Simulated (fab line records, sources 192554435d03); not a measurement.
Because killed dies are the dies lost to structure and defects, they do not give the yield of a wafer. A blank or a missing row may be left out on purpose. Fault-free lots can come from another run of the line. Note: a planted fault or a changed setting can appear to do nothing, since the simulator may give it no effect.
Chamber matching -- flow n5 finfet -- rie diel-06 running N5_BEOL_M11_DESCUM_33: 4 sister chambers
The step chemistry O2, time 7.9 s. 14 wafers are shown with their chamber, then 7 later ones without.

WAFERS PAIRED WITH THEIR CHAMBERS
wafer,chamber,drypump motor current A (A),throttle valve pct (%),showerhead plenum p Torr (Torr)
L077.1,2,5.7,20.83,2.00
L077.2,3,6.8,20.19,2.12
L077.6,2,5.7,20.81,2.00
L080.1,2,5.7,20.83,2.00
L080.3,1,5.3,20.53,2.12
L080.4,0,5.5,20.69,2.00
L084.1,0,5.5,20.70,2.00
L084.2,3,6.8,20.18,2.12
L084.4,1,5.3,20.52,2.11
L088.1,1,5.3,20.54,2.11
L088.2,3,6.8,20.21,2.11
L088.3,2,5.8,20.84,2.00
L090.1,3,6.8,20.23,2.11
L090.2,0,5.5,20.72,1.99

SIGNATURES (means of the wafers above)
reading,chamber 0,chamber 1,chamber 2,chamber 3,scatter within a chamber
drypump motor current A,5.500,5.300,5.725,6.800,0.0274
throttle valve pct,20.7033,20.5300,20.8275,20.2025,0.0162
showerhead plenum p Torr,1.9967,2.1133,2.0000,2.1150,0.00483
Rule: a wafer's distance from a chamber is the root of the sum, over the readings, of the square of ((its reading less the chamber's mean) divided by the reading's scatter). The wafer belongs to the nearest chamber; if the next one is less than 2 further off, it can't be placed. The scatter is the square root of a quotient: the sum, over the shown wafers, of each reading's squared deviation from its chamber's mean, divided by wafers minus chambers.

WAFERS WITHOUT THEIR CHAMBER
wafer,drypump motor current A (A),throttle valve pct (%),showerhead plenum p Torr (Torr)
L090.5,5.5,20.74,1.99
L093.1,5.4,20.54,2.11
L093.4,6.7,20.23,2.11
L093.6,5.4,20.58,2.11
L094.1,5.7,20.88,1.99
L094.2,6.8,20.22,2.11
L094.3,5.4,20.56,2.11

WHICH CHAMBER EACH ONE RAN IN
wafer,from the rows above,in truth
L090.5,0,0
L093.1,1,1
L093.4,3,3
L093.6,1,1
L094.1,2,2
L094.2,3,3
L094.3,1,1
7 of 7 placed correctly. Can't be placed from these rows: 0. Wrongly placed: 0.
